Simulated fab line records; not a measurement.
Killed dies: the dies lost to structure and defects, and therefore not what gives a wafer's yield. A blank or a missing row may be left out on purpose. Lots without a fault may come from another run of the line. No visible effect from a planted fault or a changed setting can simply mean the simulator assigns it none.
fab line records	flow n5_finfet
record: lots: 9	wafers: 27	last_day: 19
route steps=1938 shown BEOL_M4@1111 BEOL_M11@1558 PASSIVATION@1936
lots untouched by any fault: they come from a run of this same line in which no faults occurred
start_h: hours from the record's first day to the start of the lot's first wafer shown	wait_h: time in hours since the lot's previous step	" same as the row above	L1.1+2: a single row standing in for several wafers	- no value present, or no start provided	* or withheld: withheld	< > ~ a bound
route shown NAME@n: NAME is a module with steps in the file, n the number in the route of the first one	usual: average and standard deviation across the fault-free wafers	same: alike in all rows	chamber/n: place in a boat	sites: each site's reading	_std_site: standard deviation of those values	_edge_site: outer sites' mean less inner sites'	radius_mm: for every site, how far away it sits from the centre of the wafer	mask NAME#n: copy n	behind: tool/chamber where the wafer was last shaped	hold: the reason the lot was held/the length of the hold in hours/how it ended	device: names the non-switching transistor (n, p or np)	end of line: tests run on the same wafers once the route is complete	for a step that has no rows: nothing shown but its recipe	killed: dies lost to structure and defects at the first sort, not the wafer's yield	map: dies across one wafer; x = killed, . = not, _ = none there
set.NAME: the run value of the setting; set.NAME@STEP: its run value at that earlier step	model.NAME: the simulator's own value behind a step, which no gauge read
steps of the route over a sample of lots; a table a step, a row a wafer
services: the hour from which a tool's chamber was out of use, counted from the record's first day as start_h (under 0 if before that day), plus the number of hours and why
== steps ==
step: N5_BEOL_M4_RC_MEAS_101
usual: DIBL_N: 36.6/1.9	DIBL_P: 36.7/2.2	IOFF_N: 0.16/0.035	IOFF_P: 0.22/0.038	ION_N: 672/14	ION_P: 462/8.3	SS_N: 71.6/0.65	SS_P: 73.5/0.72	VT_N: 250/3.5	VT_P: -250/3.1
lot.wafer	tool	chamber	start_h	wait_h	DIBL_N[mV/V]	DIBL_P[mV/V]	IOFF_N[nA/um]	IOFF_P[nA/um]	ION_N[uA/um]	ION_P[uA/um]	SS_N[mV/dec]	SS_P[mV/dec]	VT_N[mV]	VT_P[mV]
L331.1	prober-02	0	222.91	0.0	35.6	35.6	0.12	0.20	653	462	71.6	72.9	255	-250
L331.4	"	0	"	"	37.4	37.6	0.16	0.22	651	448	72.3	73.5	252	-251
L331.5	"	0	"	"	34.8	36.4	0.13	0.21	661	462	70.8	73.2	253	-248
L332.1	prober-02	0	226.45	0.0	35.9	36.8	0.17	0.24	691	476	71.0	73.7	249	-249
L332.3	"	0	"	"	37.2	37.1	0.17	0.22	664	455	72.0	74.0	251	-249
L332.6	"	0	"	"	36.9	37.2	0.16	0.23	670	462	72.5	74.4	252	-249
L334.3	prober-01	0	238.77	0.3	36.2	36.5	0.14	0.21	674	459	71.4	73.3	256	-252
L334.5	"	0	"	"	36.9	37.1	0.16	0.23	673	467	71.7	74.2	251	-245
L334.6	"	0	"	"	35.3	35.5	0.13	0.20	674	465	71.0	73.5	251	-250
L336.1	prober-02	0	257.28	0.0	34.1	33.4	0.13	0.17	650	448	71.7	72.8	254	-253
L336.4	"	0	"	"	33.8	32.8	0.12	0.16	656	454	71.4	72.9	256	-253
L336.5	"	0	"	"	33.7	32.6	0.12	0.16	642	439	71.3	72.9	258	-251
L338.2	prober-01	0	257.68	0.2	39.4	38.3	0.19	0.29	660	458	72.1	74.2	249	-245
L338.5	"	0	"	"	37.4	34.6	0.15	0.22	660	462	71.8	73.2	252	-248
L338.6	"	0	"	"	37.5	36.3	0.16	0.26	674	468	72.5	73.5	251	-248
L345.3	prober-02	0	297.27	0.3	40.8	42.0	0.26	0.32	692	467	72.9	74.4	245	-245
L345.4	"	0	"	"	35.1	35.6	0.14	0.21	663	457	71.1	73.1	251	-249
L345.6	"	0	"	"	36.6	36.8	0.16	0.21	676	462	71.7	73.4	250	-251
L344.1	prober-02	0	301.59	0.0	38.5	37.6	0.19	0.21	674	453	72.4	74.1	246	-251
L344.3	"	0	"	"	39.1	38.6	0.21	0.23	693	471	72.5	74.6	247	-252
L344.5	"	0	"	"	37.1	36.5	0.17	0.20	686	466	71.5	73.9	246	-253
L348.2	prober-02	0	319.81	0.2	38.0	37.2	0.19	0.26	699	472	71.8	73.5	249	-244
L348.3	"	0	"	"	39.0	39.1	0.23	0.31	682	467	71.8	74.1	245	-244
L348.6	"	0	"	"	37.8	36.6	0.18	0.25	674	463	72.4	73.6	248	-245
L349.3	prober-01	0	328.16	0.3	37.0	38.4	0.17	0.22	674	467	71.4	73.3	251	-250
L349.4	"	0	"	"	36.8	38.0	0.17	0.24	676	459	72.2	74.1	248	-248
L349.5	"	0	"	"	38.7	39.6	0.20	0.26	694	470	72.2	73.6	249	-248
step: N5_BEOL_M11_STRIP_19
recipe: chemistry: O2	power_w: 400	temp_c: 40	pressure_mtorr: 30	rf_frequency_hz: 6e+07	bias_power_w: 0	overash_fraction: 0.2	o2_flow_sccm: 225
usual: drypump_motor_current_A: 5.7/0.54	oes_product_au: 0.77/0.063	rf_vpp_V: 3.7/0.57	showerhead_plenum_p_Torr: 2.10/0.06	throttle_valve_pct: 16.72/0.24
lot.wafer	tool	chamber	start_h	wait_h	drypump_motor_current_A	oes_product_au	rf_hours_counter_h	rf_vpp_V	showerhead_plenum_p_Torr	throttle_valve_pct
L332.1	rie_diel-06	0	284.30	0.2	6.6	0.86	62	2.8	2.12	16.13
L332.3	"	3	"	"	6.0	0.75	177	3.5	2.10	16.72
L332.6	"	2	"	"	6.0	0.73	-	3.0	2.15	16.62
L331.1	rie_diel-01	1	284.39	0.1	5.8	0.69	221	3.1	2.00	16.93
L331.4	"	3	"	"	6.3	0.83	71	4.6	2.04	16.41
L331.5	"	3	"	"	6.3	0.82	-	3.8	2.04	16.43
L334.3	rie_diel-01	3	307.77	0.1	6.2	0.81	81	3.6	2.04	16.42
L334.5	"	2	"	"	5.8	0.73	-	3.1	2.20	16.84
L334.6	"	1	"	"	5.8	0.69	-	3.8	1.99	16.92
L338.2	rie_diel-01	1	321.77	0.1	5.8	0.68	234	3.9	1.99	16.94
L338.5	"	2	"	"	5.8	0.75	-	4.7	2.20	16.87
L338.6	"	3	"	"	6.2	0.82	-	4.5	2.04	16.46
L336.1	rie_diel-06	2	326.20	0.2	5.9	0.72	200	4.7	2.15	16.62
L336.4	"	3	"	"	5.9	0.72	191	2.9	2.10	16.76
L336.5	"	0	"	"	6.6	0.84	-	4.1	2.12	16.13
L345.3	rie_diel-03	1	362.27	0.1	5.0	0.78	143	3.9	2.01	16.98
L345.4	"	2	"	"	5.1	0.74	135	3.1	2.12	16.76
L345.6	"	1	"	"	5.0	0.78	-	3.1	2.01	16.98
L344.1	rie_diel-06	2	371.58	0.1	5.9	0.71	214	5.1	2.15	16.66
L344.3	"	3	"	"	5.9	0.70	204	3.4	2.09	16.77
L344.5	"	1	"	"	5.2	0.82	-	4.1	2.13	16.82
L348.2	rie_diel-01	2	396.36	0.2	5.9	0.72	170	4.8	2.19	16.89
L348.3	"	3	"	"	6.3	0.79	111	4.0	2.03	16.47
L348.6	"	3	"	"	6.3	0.78	-	3.4	2.03	16.49
L349.3	rie_diel-06	0	401.34	0.1	6.6	0.82	101	4.1	2.11	16.19
L349.4	"	1	"	"	5.2	0.82	82	3.0	2.12	16.83
L349.5	"	3	"	"	6.0	0.69	-	3.6	2.09	16.78
step: N5_BEOL_M11_OVL_MEAS_29
recipe: points_per_wafer: 44
usual: V10_OVL: -0.2/0.71
lot.wafer	tool	chamber	start_h	wait_h	V10_OVL[nm]
L332.1	overlay-01	0	284.81	0.0	-1.2
L332.3	"	0	"	"	-1.1
L332.6	"	0	"	"	-1.7
L331.1	overlay-01	0	284.85	0.0	-1.1
L331.4	"	0	"	"	-0.1
L331.5	"	0	"	"	0.3
L334.3	overlay-02	0	309.60	0.0	-0.3
L334.5	"	0	"	"	0.1
L334.6	"	0	"	"	0.0
L338.2	overlay-02	0	322.30	0.0	-2.0
L338.5	"	0	"	"	-1.4
L338.6	"	0	"	"	-1.2
L336.1	overlay-02	0	329.48	0.0	-0.8
L336.4	"	0	"	"	-0.6
L336.5	"	0	"	"	0.5
L345.3	overlay-01	0	363.87	0.0	-0.3
L345.4	"	0	"	"	0.1
L345.6	"	0	"	"	0.7
L344.1	overlay-01	0	372.86	0.0	0.9
L344.3	"	0	"	"	0.9
L344.5	"	0	"	"	0.6
L348.2	overlay-02	0	396.93	0.0	-0.9
L348.3	"	0	"	"	-0.5
L348.6	"	0	"	"	-0.5
L349.3	overlay-01	0	401.75	0.0	-0.4
L349.4	"	0	"	"	-1.2
L349.5	"	0	"	"	-1.0
step: N5_BEOL_M11_ECD_50
recipe: material: Cu	target_thk_a: 3180
lot.wafer	tool	chamber	start_h	wait_h
L332.1+3+6	ecd_cu-01	0,1,0	288.72	0.1
L331.1+4+5	ecd_cu-02	1,0,1	288.80	0.1
L334.3+5+6	ecd_cu-01	0,1,0	313.17	0.1
L338.2+5+6	ecd_cu-01	1,0,1	325.02	0.1
L336.1+4+5	ecd_cu-02	0,1,0	331.85	0.1
L345.3+4+6	ecd_cu-01	0,1,0	366.13	0.1
L344.1+3+5	ecd_cu-02	0,0,1	377.29	0.1
L348.2+3+6	ecd_cu-01	1,0,0	401.05	0.1
L349.3+4+5	ecd_cu-02	1,0,1	405.74	0.1
step: N5_BEOL_M11_CMP_52
recipe: stop_on: SiCOH_lowk	t_overpolish_s: 7	down_force_psi: 1	platen_rpm: 50	clearing_platen_down_force_psi: 1.5	clearing_platen_rpm: 50	post_cmp_clean: cu_alkaline	target_thk_nm: 140	clearing_platen_pad_velocity_m_s: 0.99484	pad_velocity_m_s: 0.99484
usual: motor_current_A: 6.1/0.69	platen_rpm: 50.00/0.032	slurry_flow_ml_min: 150.0/0.38	time_to_endpoint_s: 65.7/2.8
lot.wafer	tool	chamber	start_h	wait_h	motor_current_A	platen_rpm	slurry_flow_ml_min	time_to_endpoint_s
L332.3	cmp-04	0	289.18	0.2	5.1	49.96	149.6	62.9
L332.1	"	1	"	"	6.8	50.09	149.8	64.7
L332.6	"	3	"	"	6.3	49.99	149.9	63.5
L331.1	cmp-01	2	289.35	0.3	4.9	50.00	150.3	65.2
L331.4	"	1	"	"	5.2	49.97	149.8	62.4
L331.5	"	2	"	"	5.0	49.99	150.6	63.8
L334.3	cmp-02	3	317.25	0.2	7.0	49.99	149.8	66.6
L334.5	"	1	"	"	5.9	50.06	149.1	69.0
L334.6	"	2	"	"	6.3	50.01	149.9	66.6
L338.2	cmp-01	1	325.56	0.3	5.0	50.02	149.4	0.0
L338.5	"	3	"	"	6.5	49.97	149.5	1.4
L338.6	"	0	"	"	6.8	49.98	149.8	4.2
L336.1	cmp-04	3	332.25	0.3	5.8	50.00	149.7	0.0
L336.4	"	1	"	"	6.9	50.01	150.2	0.7
L336.5	"	3	"	"	6.1	49.95	150.3	0.0
L345.3	cmp-02	3	366.61	0.2	7.3	50.02	150.2	62.9
L345.4	"	1	"	"	6.2	50.06	150.3	66.7
L345.6	"	0	"	"	6.6	49.97	150.3	64.0
L344.3	cmp-02	0	377.71	0.2	6.5	50.05	149.5	70.4
L344.1	"	3	"	"	7.5	50.04	149.6	66.7
L344.5	"	1	"	"	6.2	49.98	149.5	75.0
L348.3	cmp-04	2	401.51	0.2	6.1	50.02	149.8	69.7
L348.2	"	1	"	"	6.6	49.99	150.1	66.0
L348.6	"	3	"	"	6.2	50.08	150.1	63.6
L349.4	cmp-04	2	406.20	0.2	5.8	50.03	150.0	64.5
L349.3	"	3	"	"	6.2	50.01	149.9	61.6
L349.5	"	0	"	"	5.2	50.01	150.4	65.6
step: N5_BEOL_M11_INSPECT_58
recipe: inspect_instrument: darkfield	mode: post_dep
usual: raw_defect_count: 80/27
lot.wafer	tool	chamber	start_h	wait_h	raw_defect_count
L332.1	defect_inspect-01	-	289.58	0.0	65
L332.3	"	-	"	"	52
L332.6	"	-	"	"	64
L331.1	defect_inspect-01	-	289.79	0.0	96
L331.4	"	-	"	"	107
L331.5	"	-	"	"	102
L334.3	defect_inspect-01	-	317.62	0.0	77
L334.5	"	-	"	"	88
L334.6	"	-	"	"	86
L338.2	defect_inspect-02	-	325.93	0.0	47
L338.5	"	-	"	"	37
L338.6	"	-	"	"	65
L336.1	defect_inspect-01	-	332.70	0.0	57
L336.4	"	-	"	"	73
L336.5	"	-	"	"	64
L345.3	defect_inspect-02	-	367.06	0.0	65
L345.4	"	-	"	"	50
L345.6	"	-	"	"	53
L344.1	defect_inspect-01	-	378.15	0.0	66
L344.3	"	-	"	"	91
L344.5	"	-	"	"	72
L348.2	defect_inspect-01	-	401.95	0.0	102
L348.3	"	-	"	"	138
L348.6	"	-	"	"	170
L349.3	defect_inspect-01	-	406.57	0.0	80
L349.4	"	-	"	"	115
L349.5	"	-	"	"	102
step: N5_PASSIVATION_PROBE_49
usual: defect_limited_yield: 91.6/1.4	killed_at_M0_to_M3: 35/10	killed_at_M4_up: 13/4.8	killed_at_contacts: 12/7.2	killed_at_front_end: 36/12	killed_at_other: 4/3.1	killed_dies: 100/17	killed_on_rim: 13/4.2	killed_open: 66/13	killed_short: 32/7.3	sort_bin_5_function: 5.0/0.94	sort_bin_6_memory: 3.1/0.67	sort_n_pass: 1080/17	sort_yield_pct: 91.6/1.4
same: gross_dies: 1180	killed_at_back_side: 0	sort_bin_4_leakage[%]: 0	sort_bin_8_speed[%]: 0
lot.wafer	tool	chamber	start_h	wait_h	defect_limited_yield[%]	killed_at_M0_to_M3	killed_at_M4_up	killed_at_contacts	killed_at_front_end	killed_at_other	killed_dies	killed_on_rim	killed_open	killed_short	sort_bin_5_function[%]	sort_bin_6_memory[%]	sort_n_pass	sort_yield_pct[%]
L338.2	prober-02	-	377.10	0.4	0	46	1095	7	26	6	1180	152	62	36	96.6	3.2	0	0
L338.5	prober-02	-	377.25	0.5	0	42	1095	4	38	1	1180	152	59	40	96.9	2.6	0	0
L338.6	prober-02	-	377.30	0.6	0	42	1102	4	28	4	1180	152	61	26	96.9	3.1	0	0
L336.1	prober-01	-	389.60	0.0	0	37	1087	13	39	4	1180	152	61	39	96.1	3.6	0	0
L336.4	prober-01	-	389.75	0.2	0	31	1083	8	52	6	1180	152	68	36	96.5	3.2	0	0
L336.5	prober-01	-	389.80	0.2	0	30	1111	12	26	1	1180	152	65	29	97.0	2.9	0	0
L344.1	prober-02	-	427.98	0.0	92.2	28	12	5	44	3	92	7	61	30	5.2	2.0	1088	92.2
L344.3	prober-02	-	428.08	0.1	92.0	37	16	13	25	3	94	16	61	33	4.9	2.7	1086	92.0
L344.5	prober-02	-	428.18	0.2	91.1	23	20	4	56	2	105	14	80	25	5.7	3.1	1075	91.1
killed by level:class
L338.2 BEOL_M11:area_ecd=1081 BEOL_M3:geometric_particle:open=14 BEOL_M0_SAQP:geometric_particle:short=13 BEOL_M0_SAQP:geometric_particle:open=10 BEOL_M4:geometric_particle:open=8 FIN_SAQP:geometric_particle:short=7 MOL_CONTACT_COAG:geometric_particle:open=6 FIN_SAQP:geometric_particle:open=5
L338.5 BEOL_M11:area_ecd=1080 BEOL_M0_SAQP:geometric_particle:short=13 FIN_SAQP:geometric_particle:short=10 BEOL_M4:geometric_particle:open=9 BEOL_M0_SAQP:geometric_particle:open=7 BEOL_M2:geometric_particle:open=7 FIN_SAQP:geometric_particle:open=6 BEOL_M0:geometric_particle:open=5
L338.6 BEOL_M11:area_ecd=1093 BEOL_M2:geometric_particle:open=19 ILD0:geometric_particle:short=6 BEOL_M0:geometric_particle:open=6 BEOL_M3:geometric_particle:open=6 DUMMY_GATE:geometric_particle:open=5 BEOL_M0_SAQP:geometric_particle:short=4 FIN_SAQP:geometric_particle:open=3
L336.1 BEOL_M11:area_ecd=1080 BEOL_M0_SAQP:geometric_particle:open=9 BEOL_M0_SAQP:geometric_particle:short=9 FIN_SAQP:geometric_particle:short=8 MOL_CONTACT_COAG:geometric_particle:open=8 BEOL_M1:geometric_particle:open=8 FIN_SAQP:geometric_particle:open=7 STI_FIN_REVEAL:geometric_particle:open=7
L336.4 BEOL_M11:area_ecd=1076 STI_FIN_REVEAL:geometric_particle:open=16 DUMMY_GATE:geometric_particle:open=9 BEOL_M1:geometric_particle:open=9 MOL_CONTACT_COAG:geometric_particle:open=8 BEOL_M0_SAQP:geometric_particle:short=7 FIN_SAQP:geometric_particle:short=5 FIN_SAQP:geometric_particle:open=5
L336.5 BEOL_M11:area_ecd=1086 BEOL_M1:geometric_particle:open=11 MOL_CONTACT_COAG:geometric_particle:open=9 BEOL_M4:geometric_particle:open=9 DUMMY_GATE:geometric_particle:open=6 FIN_SAQP:geometric_particle:open=5 BEOL_M0_SAQP:geometric_particle:short=5 BEOL_M2:geometric_particle:open=5
L344.1 BEOL_M2:geometric_particle:open=12 STI_FIN_REVEAL:geometric_particle:open=10 GATE_CUT:geometric_particle:short=8 BEOL_M0_SAQP:geometric_particle:open=6 DUMMY_GATE:geometric_particle:open=5 FIN_SAQP:geometric_particle:short=4 MOL_CONTACT_COAG:geometric_particle:open=4 GATE_CUT:geometric_particle:open=4
L344.3 BEOL_M2:geometric_particle:open=10 MOL_CONTACT_COAG:geometric_particle:open=9 STI_FIN_REVEAL:geometric_particle:open=7 BEOL_M0_SAQP:geometric_particle:open=7 GATE_CUT:geometric_particle:short=5 BEOL_M4:geometric_particle:open=5 MOL_CONTACT_COAG:geometric_particle:short=4 BEOL_M0_SAQP:geometric_particle:short=4
L344.5 STI_FIN_REVEAL:geometric_particle:open=23 BEOL_M4:geometric_particle:open=12 FIN_SAQP:geometric_particle:open=11 BEOL_M0_SAQP:geometric_particle:open=7 STI_FIN_REVEAL:geometric_particle:short=5 GATE_CUT:geometric_particle:short=4 BEOL_M0_SAQP:geometric_particle:short=4 BEOL_M2:geometric_particle:open=4
== services ==
tool	chamber	start_h	hours	kind
cmp-01	-	263.05	14.3	pm
ecd_cu-02	-	281.33	5.5	pm
rie_diel-03	-	281.46	14.6	pm
cmp-04	-	296.05	0.3	repair
cmp-01	-	300.84	1.5	repair
cmp-04	-	315.94	0.9	repair
cmp-02	-	319.88	12.0	pm
cmp-04	-	322.00	0.2	repair
cmp-02	-	347.14	1.0	repair
rie_diel-03	0	348.81	7.2	repair
cmp-02	-	350.49	4.9	pm
cmp-04	-	373.59	2.6	repair
rie_diel-01	1	381.93	-	clean
rie_diel-01	1	381.93	-	consumable_replace:focus_ring
rie_diel-01	1	381.93	-	consumable_replace:showerhead
rie_diel-01	1	381.93	34.8	scheduled_down
rie_diel-01	1	381.93	34.8	vent_cycle
rie_diel-06	3	390.17	4.9	repair
cmp-02	-	397.78	4.1	repair
== key ==
first_sign: step: N5_BEOL_M11_CMP_52	reading: time_to_endpoint_s	direction: down	sigmas: 23	usual: *	struck: *
effect: step: N5_PASSIVATION_PROBE_49	reading: killed_at_M4_up	direction: up	sigmas: 99+	usual: 13	struck: 1096
more_kills_born_at: N5_BEOL_M11_ECD_50@ecd_cu-01: 3254	N5_BEOL_M11_ECD_50@ecd_cu-02: 3242
met_at N5_BEOL_M11_ECD_50
struck_lots L336,L338
later_rows_left_out L336.1,L336.4,L336.5,L338.2,L338.5,L338.6
not_acting_at N5_BEOL_M11_STRIP_19,N5_BEOL_M11_OVL_MEAS_29,N5_BEOL_M11_INSPECT_58
onset_between 313.17 325.02
fault: kind: skipped_step_whole	tool: ecd_cu-01,ecd_cu-02	chamber: -	onset_h: 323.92	steps: N5_BEOL_M11_ECD_50	scope: struck_lots_only
later_rows_left_out: the simulator's readings of these wafers behind a module that went badly wrong aren't trusted and aren't shown, but for the sort
